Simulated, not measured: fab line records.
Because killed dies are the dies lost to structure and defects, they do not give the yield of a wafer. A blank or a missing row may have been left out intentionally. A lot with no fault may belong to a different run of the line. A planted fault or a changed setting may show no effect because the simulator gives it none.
Struck lot and sound lot, side by side | flow nand_harc | 20 out of 1302 route steps
Sound: wafers L620.2, L620.4, L620.5. Struck: wafer L624.1; the same lot's L624.4 was not struck, so it is left out; see the end for the cause.
Order at every step that has rows: each side's tool, ch and its chambers, its first start. Under that, the readings that differ: sound wafers | struck wafers | difference of the means | sigmas: that difference in standard deviations of wafers without a fault.
alike: words and numbers the same on both sides, and readings whose means are apart by under 2 such deviations; not compared: readings that were withheld, readings missing a value for some wafer, numbers with overlapping values and no deviation given by the record, and bounds like >300 which may hide the same value.
The two part at a step that has a row with sigmas, a row that says differs or no value, or rows on one side only. Non-overlapping numbers with no deviation appear without sigmas and do not part them. A reading missing from all wafers of one side parts the sides only when that side holds two or more wafers.

first, 3 steps without rows for these wafers: NHARC_P_GATE_SRD_72; NHARC_P_GATE_OXIDE_16 (material SiO2, target thk 3 nm, ox time 392 s); NHARC_P_GATE_CVD_17 (deposits poly-Si, target thk 150 nm, time 900 s).
NHARC_P_GATE_HM_DEP_102: deposits aC, target thk 120 nm.
  sound on acl_dep-01 ch 0, day 6 18:52; struck on acl_dep-03 ch 0, day 8 11:30
  reading                | sound                | struck | difference | sigmas
  throttle_valve_pct (%) | 35.001 35.006 34.994 | 35.021 | +0.021     | +2
NHARC_P_GATE_DEP_103: deposits SiON, target thk 30 nm.
  sound on pecvd-02 ch 0,1,2, day 6 19:25; struck on pecvd-01 ch 1, day 8 12:10
  alike: heater_power_w
then, 7 steps without rows for these wafers: NHARC_P_GATE_DEHYDRATE_18 (time 120 s); NHARC_P_GATE_HMDS_19 (time 30 s); NHARC_P_GATE_COAT_20 (resist thk 90 nm); NHARC_P_GATE_SOFTBAKE_21 (time 55 s); NHARC_P_GATE_EBR_22; NHARC_P_GATE_EXPOSE_23 (exposes mask P GATE, target cd 120 nm); NHARC_P_GATE_PEB_24 (peb time 65 s).
NHARC_P_GATE_DEVELOP_25: develop time 35 s.
  sound on litho_track-01 ch 0, day 6 19:00; struck on litho_track-01 ch 0, day 8 12:00
  alike: chill_plate_temp_C, developer_temp_C, exhaust_pa, resist_line_temp_C
NHARC_P_GATE_CD_MEAS_26 targets a cd of 120 nm.
  sound on cd_sem-02 ch 0, day 6 19:58; struck on cd_sem-01 ch 0, day 8 12:43
  alike: cd_nm
NHARC_P_GATE_OVL_MEAS_27:
  sound on overlay-02 at day 6 20:03; struck on overlay-02 at day 8 12:48
  alike: overlay_x_nm, overlay_y_nm
NHARC_P_GATE_INSPECT_28:
  sound on defect_inspect-02 at day 6 20:05; struck on defect_inspect-01 at day 8 12:50
  reading          | sound  | struck | difference | sigmas
  raw_defect_count | 4 10 3 | 14     | +8         | +2
NHARC_P_GATE_DESCUM_31: chemistry O2, time 3 s.
  sound on rie_diel-06 ch 0,2, day 6 20:09; struck on rie_diel-08 ch 0, day 8 12:55
  reading                         | sound             | struck | difference | sigmas
  oes_product_au (a.u.)           | 0.980 0.989 0.979 | 1.019  | +0.036     | +3
  showerhead_plenum_p_Torr (Torr) | 1.86 1.81 1.81    | 2.02   | +0.19      | +2
  model.P_GATE.cd_nm (nm)         | 119.7 120.8 120.9 | 117.8  | -2.7       |
  alike: drypump_motor_current_A, rf_vpp_V, throttle_valve_pct
  not compared: rf_hours_counter_h
NHARC_P_GATE_ETCH_104: etches the open film in CF4/CHF3, target depth 60 nm.
  sound on rie_diel-06 ch 0,1,3, day 6 20:14; struck on rie_diel-08 ch 0, day 8 13:00
  reading                         | sound          | struck | difference | sigmas
  showerhead_plenum_p_Torr (Torr) | 1.58 1.49 1.49 | 1.66   | +0.14      | +2
  model.P_GATE.cd_nm (nm)         | 120.1 121 121  | 118.1  | -2.6       |
  alike: drypump_motor_current_A, oes_product_au, rf_vpp_V, throttle_valve_pct
NHARC_P_GATE_HM_OPEN_105: chemistry O2/COS, target depth 360 nm.
  sound on rie_diel-06 ch 0,2,3; struck on rie_diel-08 ch 1
  alike: cos_flow_sccm, drypump_motor_current_A, oes_product_au, rf_vpp_V, showerhead_plenum_p_Torr, throttle_valve_pct
  not compared: rf_hours_counter_h
next, for these wafers, 1 step has no rows: NHARC_END_SORT_01.

## WHERE THEY PART
Earliest at NHARC_P_GATE_HM_DEP_102; latest, in this record, at NHARC_P_GATE_ETCH_104. Later steps at which nothing parts them and some readings are alike: NHARC_P_GATE_HM_OPEN_105.

WHY: the cause the simulator had injected
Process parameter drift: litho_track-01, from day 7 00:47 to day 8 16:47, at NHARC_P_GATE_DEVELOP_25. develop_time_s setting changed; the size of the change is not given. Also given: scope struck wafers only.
